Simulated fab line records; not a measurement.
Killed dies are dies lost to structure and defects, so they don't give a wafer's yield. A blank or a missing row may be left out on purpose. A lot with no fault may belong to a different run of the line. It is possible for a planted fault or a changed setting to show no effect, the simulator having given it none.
Which tool is to blame?    flow n5 finfet    72 wafers from 24 lots sampled at 4 of the route's 1938 steps

== WHAT THE GAUGES SHOWED, per wafer ==
N5_BEOL_M4_CD_MEAS_28: target cd 26.2 nm, target cd y 24.1 nm. Usual: cd nm 26.22 nm, standard deviation 0.22.
lot   measured      on         cd nm (nm)         flag
L074  day 7 10:27   cd sem-03  26.38 25.92 26.78  
L077  day 7 21:41   cd sem-01  26.19 26.51 25.91  
L075  day 8 01:19   cd sem-03  26.48 26.34 26.43  
L076  day 8 05:59   cd sem-03  26.09 26.38 26.09  
L078  day 8 10:49   cd sem-01  26.08 25.72 26.02  
L079  day 9 19:44   cd sem-01  26.27 26.12 26.37  
L080  day 9 20:03   cd sem-02  25.88 26.33 26.29  
L082  day 10 01:16  cd sem-01  26.23 26.14 26.15  
L081  day 10 01:55  cd sem-02  26.46 26.17 26.39  
L083  day 10 05:33  cd sem-03  26.23 26.05 26.42  
L084  day 10 12:19  cd sem-01  26.08 26.20 25.95  
L085  day 10 15:59  cd sem-02  26.06 25.92 26.67  
L087  day 11 09:03  cd sem-01  26.17 26.06 26.24  
L088  day 11 09:54  cd sem-03  26.28 26.23 26.30  
L086  day 11 12:15  cd sem-03  26.34 26.47 26.18  
L089  day 11 12:38  cd sem-02  25.92 26.16 26.44  
L090  day 11 19:13  cd sem-02  26.18 25.98 25.96  
L091  day 12 00:55  cd sem-02  26.00 26.20 26.43  
L092  day 12 17:49  cd sem-03  26.31 26.41 26.18  
L093  day 13 00:21  cd sem-03  26.16 26.21 26.53  
L095  day 13 05:11  cd sem-01  25.95 26.24 26.12  
L094  day 13 06:10  cd sem-03  26.18 26.38 26.09  
L096  day 13 12:53  cd sem-03  26.58 26.03 26.29  
L097  day 14 23:46  cd sem-02  26.04 26.20 26.51  

N5_BEOL_M4_CD_MEAS_35: target cd 18 nm, target cd y 22.4 nm. Usual: cd nm 17.9 nm, standard deviation 0.42.
lot   measured      on         cd nm (nm)      flag
L074  day 7 15:32   cd sem-01  17.5 17.4 17.5  
L077  day 8 05:20   cd sem-01  17.9 18.6 18.6  
L075  day 8 08:58   cd sem-03  18.4 17.6 17.5  
L076  day 8 09:06   cd sem-01  17.9 17.9 17.9  
L078  day 8 21:50   cd sem-03  18.4 18.6 18.4  
L079  day 9 23:44   cd sem-03  18.4 17.4 18.0  
L080  day 10 00:22  cd sem-02  17.9 17.5 17.7  
L082  day 10 04:20  cd sem-01  18.3 18.1 18.3  
L081  day 10 07:11  cd sem-03  17.6 17.6 17.5  
L083  day 10 10:39  cd sem-02  18.1 17.7 17.5  
L084  day 11 07:53  cd sem-02  18.8 18.0 18.2  
L085  day 11 07:46  cd sem-01  17.8 17.8 17.8  
L087  day 11 10:58  cd sem-01  18.0 18.7 18.0  
L088  day 11 11:32  cd sem-03  17.8 17.6 17.8  
L086  day 11 14:29  cd sem-02  17.5 17.2 18.5  
L089  day 11 18:31  cd sem-01  18.1 18.0 17.5  
L090  day 12 00:41  cd sem-02  18.4 18.0 18.5  
L091  day 12 11:25  cd sem-03  17.2 17.5 18.2  
L092  day 12 19:55  cd sem-02  17.7 17.7 17.7  
L093  day 13 06:27  cd sem-02  18.4 18.8 18.5  
L095  day 13 22:59  cd sem-02  17.7 18.3 16.9  
L094  day 14 04:50  cd sem-03  17.8 17.8 18.1  
L096  day 14 07:50  cd sem-02  18.4 18.0 17.7  
L097  day 15 07:54  cd sem-03  17.9 18.4 18.5  

== WHAT TOOL EACH LOT RAN ON (gives the tool, then ch and the chambers of the sampled wafers, and finally the start) ==
lot   N5_BEOL_M4_ETCH_69                  N5_BEOL_M4_TRENCH_ETCH_37
L074  rie diel-01 ch 0,1,2, day 7 10:38   rie diel-02 ch 0,1,3, day 7 15:32 or earlier
L077  rie diel-01 ch 0,1, day 7 21:51     rie diel-06 ch 0,1,2, day 8 05:20 or earlier
L075  rie diel-06 ch 1,3, day 8 01:29     rie diel-02 ch 0,1, day 8 08:58 or earlier
L076  rie diel-06 ch 0,1,3, day 8 06:10   rie diel-06 ch 2,3, day 8 09:06 or earlier
L078  rie diel-06 ch 2,3, day 8 10:59     rie diel-02 ch 0,1, day 8 21:50 or earlier
L079  rie diel-01 ch 0,2,3, day 9 19:54   rie diel-02 ch 0,2, day 9 23:44 or earlier
L080  rie diel-06 ch 0,1,3, day 9 20:13   rie diel-02 ch 0,3, day 10 00:22 or earlier
L082  rie diel-01 ch 0,3, day 10 01:53    rie diel-06 ch 0,1, day 10 04:20 or earlier
L081  rie diel-01 ch 0,2, day 10 02:15    rie diel-02 ch 1,2, day 10 07:11 or earlier
L083  rie diel-06 ch 1,3, day 10 05:44    rie diel-02 ch 1,3, day 10 10:39 or earlier
L084  rie diel-02 ch 0,1,2, day 10 12:29  rie diel-06 ch 0,1,2, day 11 07:53 or earlier
L085  rie diel-02 ch 0,1,2, day 10 16:10  rie diel-01 ch 0,1,2, day 11 07:46 or earlier
L087  rie diel-06 ch 0,1,2, day 11 09:13  rie diel-06 ch 1,3, day 11 10:58 or earlier
L088  rie diel-01 ch 0,1,2, day 11 10:04  rie diel-02 ch 0,2,3, day 11 11:32 or earlier
L086  rie diel-02 ch 1,2, day 11 12:31    rie diel-02 ch 1,2,3, day 11 14:29 or earlier
L089  rie diel-02 ch 0,1,3, day 11 12:49  rie diel-02 ch 0,1,3, day 11 18:31 or earlier
L090  rie diel-02 ch 2,3, day 11 19:23    rie diel-02 ch 0,1,3, day 12 00:41 or earlier
L091  rie diel-01 ch 2,3, day 12 01:05    rie diel-06 ch 0,1, day 12 11:25 or earlier
L092  rie diel-02 ch 1,2, day 12 18:10    rie diel-06 ch 0,3, day 12 19:55 or earlier
L093  rie diel-06 ch 0,1,2, day 13 00:39  rie diel-02 ch 1,2,3, day 13 06:27 or earlier
L095  rie diel-02 ch 0,1, day 13 05:22    rie diel-01 ch 0,1,2, day 13 22:59 or earlier
L094  rie diel-02 ch 1,2, day 13 06:56    rie diel-02 ch 0,3, day 14 04:50 or earlier
L096  rie diel-02 ch 0,1,3, day 13 13:06  rie diel-01 ch 0,1,3, day 14 07:50 or earlier
L097  rie diel-01 ch 0,1, day 14 23:56    rie diel-01 ch 1,3, day 15 07:54 or earlier
- N5_BEOL_M4_ETCH_69: etches SiARC in CF4, target depth 15.6 nm, time 26 s.
- N5_BEOL_M4_TRENCH_ETCH_37: etches SiOC in C4F6/O2, target depth 55.555 nm, time 29.2 s.

== WHAT THE TOOLS THEMSELVES READ (means of the sampled wafers that have a number; where no wafer has one, the mark that the record gives instead) ==
N5_BEOL_M4_ETCH_69. Usual: chamber pressure mTorr 40.00 mTorr (standard deviation 0.037); drypump motor current A 5.5 A (standard deviation 0.32); etch rf on time s 26.0 s (standard deviation 0.43); oes product au 0.65 a.u. (standard deviation 0.068); rf vpp V 183.9 V (standard deviation 1.2); showerhead plenum p Torr 2.13 Torr (standard deviation 0.058); throttle valve pct 15.80 % (standard deviation 0.22).
lot   tool         chamber pressure mTorr (mTorr)  drypump motor current A (A)  etch rf on time s (s)  oes product au (a.u.)  rf vpp V (V)  showerhead plenum p Torr (Torr)  throttle valve pct (%)  flag
L074  rie diel-01  40.03                           5.7                          26.0                   0.74                   185.0         2.17                             15.60                   
L077  rie diel-01  40.03                           5.7                          25.8                   0.76                   184.4         2.18                             15.52                   
L075  rie diel-06  40.00                           5.7                          26.0                   0.71                   183.1         2.09                             15.65                   
L076  rie diel-06  40.00                           5.4                          26.2                   0.69                   184.2         2.13                             15.74                   
L078  rie diel-06  40.00                           5.6                          26.1                   0.63                   183.6         2.12                             15.77                   
L079  rie diel-01  40.04                           5.7                          25.8                   0.66                   183.4         2.14                             15.74                   
L080  rie diel-06  39.97                           5.4                          25.8                   0.70                   183.8         2.13                             15.77                   
L082  rie diel-01  39.99                           5.7                          25.4                   0.65                   184.0         2.13                             15.79                   
L081  rie diel-01  39.98                           5.7                          26.0                   0.68                   184.6         2.15                             15.70                   
L083  rie diel-06  40.04                           5.7                          25.6                   0.70                   183.0         2.08                             15.68                   
L084  rie diel-02  40.02                           5.6                          26.0                   0.63                   183.8         2.08                             15.81                   
L085  rie diel-02  40.01                           5.5                          26.0                   0.63                   183.1         2.08                             15.82                   
L087  rie diel-06  40.00                           5.2                          26.3                   0.66                   184.1         2.17                             15.78                   
L088  rie diel-01  39.99                           5.7                          26.1                   0.69                   184.1         2.16                             15.66                   
L086  rie diel-02  40.01                           5.3                          25.9                   0.61                   183.0         2.07                             16.01                   
L089  rie diel-02  40.00                           5.5                          26.1                   0.62                   184.4         2.13                             15.78                   
L090  rie diel-02  40.01                           5.2                          26.3                   0.59                   183.4         2.09                             16.14                   
L091  rie diel-01  39.98                           5.7                          25.3                   0.65                   184.0         2.14                             15.82                   
L092  rie diel-02  39.99                           5.3                          26.1                   0.60                   182.8         2.07                             16.03                   
L093  rie diel-06  40.00                           5.2                          26.2                   0.64                   185.0         2.17                             15.81                   
L095  rie diel-02  40.03                           5.8                          26.0                   0.63                   183.4         2.08                             15.67                   
L094  rie diel-02  39.96                           5.3                          26.3                   0.60                   182.8         2.07                             16.04                   
L096  rie diel-02  40.01                           5.5                          26.2                   0.62                   184.3         2.13                             15.81                   
L097  rie diel-01  39.98                           5.7                          26.6                   0.67                   184.5         2.15                             15.68                   

N5_BEOL_M4_TRENCH_ETCH_37. Usual: chamber pressure mTorr 30.003 mTorr (standard deviation 0.027); drypump motor current A 5.5 A (standard deviation 0.37); oes_f_703_au 0.75 a.u. (standard deviation 0.063); oes product au 0.75 a.u. (standard deviation 0.07); rf vpp V 667 V (standard deviation 14); showerhead plenum p Torr 2.83 Torr (standard deviation 0.087); throttle valve pct 21.08 % (standard deviation 0.21).
lot   tool         chamber pressure mTorr (mTorr)  drypump motor current A (A)  oes_f_703_au (a.u.)  oes product au (a.u.)  rf vpp V (V)  showerhead plenum p Torr (Torr)  throttle valve pct (%)  flag
L074  rie diel-02  29.999                          5.5                          0.76                 0.76                   665           2.85                             20.97                   
L077  rie diel-06  30.004                          5.2                          0.80                 0.79                   666           2.91                             21.06                   
L075  rie diel-02  29.997                          5.9                          0.76                 0.76                   654           2.78                             20.81                   
L076  rie diel-06  29.985                          5.7                          0.74                 0.74                   652           2.82                             21.06                   
L078  rie diel-02  30.013                          5.9                          0.76                 0.76                   654           2.78                             20.82                   
L079  rie diel-02  30.023                          5.6                          0.73                 0.71                   672           2.72                             21.18                   
L080  rie diel-02  30.026                          5.8                          0.75                 0.75                   665           2.81                             21.00                   
L082  rie diel-06  30.019                          5.2                          0.87                 0.88                   669           2.86                             21.00                   
L081  rie diel-02  30.009                          5.2                          0.73                 0.74                   664           2.80                             21.03                   
L083  rie diel-02  30.016                          5.2                          0.73                 0.74                   667           2.87                             21.02                   
L084  rie diel-06  29.997                          5.2                          0.77                 0.77                   666           2.90                             21.09                   
L085  rie diel-01  30.023                          5.7                          0.82                 0.81                   668           2.87                             20.95                   
L087  rie diel-06  30.005                          5.4                          0.86                 0.88                   666           2.79                             20.95                   
L088  rie diel-02  30.017                          5.5                          0.72                 0.71                   674           2.79                             21.19                   
L086  rie diel-02  29.982                          5.2                          0.71                 0.72                   675           2.82                             21.21                   
L089  rie diel-02  30.014                          5.5                          0.73                 0.74                   665           2.83                             21.02                   
L090  rie diel-02  29.983                          5.5                          0.73                 0.73                   664           2.83                             21.02                   
L091  rie diel-06  29.998                          5.2                          0.77                 0.76                   660           2.89                             21.15                   
L092  rie diel-06  30.001                          5.4                          0.71                 0.69                   649           2.86                             21.22                   
L093  rie diel-02  29.991                          5.2                          0.70                 0.71                   675           2.82                             21.22                   
L095  rie diel-01  29.993                          5.7                          0.79                 0.79                   668           2.86                             20.98                   
L094  rie diel-02  29.977                          5.8                          0.72                 0.72                   665           2.79                             21.05                   
L096  rie diel-01  29.988                          5.7                          0.77                 0.77                   674           2.85                             21.02                   
L097  rie diel-01  30.017                          5.7                          0.74                 0.75                   673           2.83                             21.07                   

== THE ANSWER, worked out from the rows above alone ==
Rule: take the mean of a lot's wafers that have a number; if it is more than 3 standard deviations from the usual mean, the lot is off. A lot without any number at a reading at which 4 lots or more have one is off too. Any other lot the step has rows for is counted as sound. First the gauges in route order, then the tools' own readings, where a lot's mean is used as printed above. The first step at which some lot is off is used, and at that step the reading that is off furthest; a lot without a number counts as furthest.
No lot is off on any of the readings shown, so nothing can be concluded from this.

== WHAT THE SIMULATOR PUT IN ==
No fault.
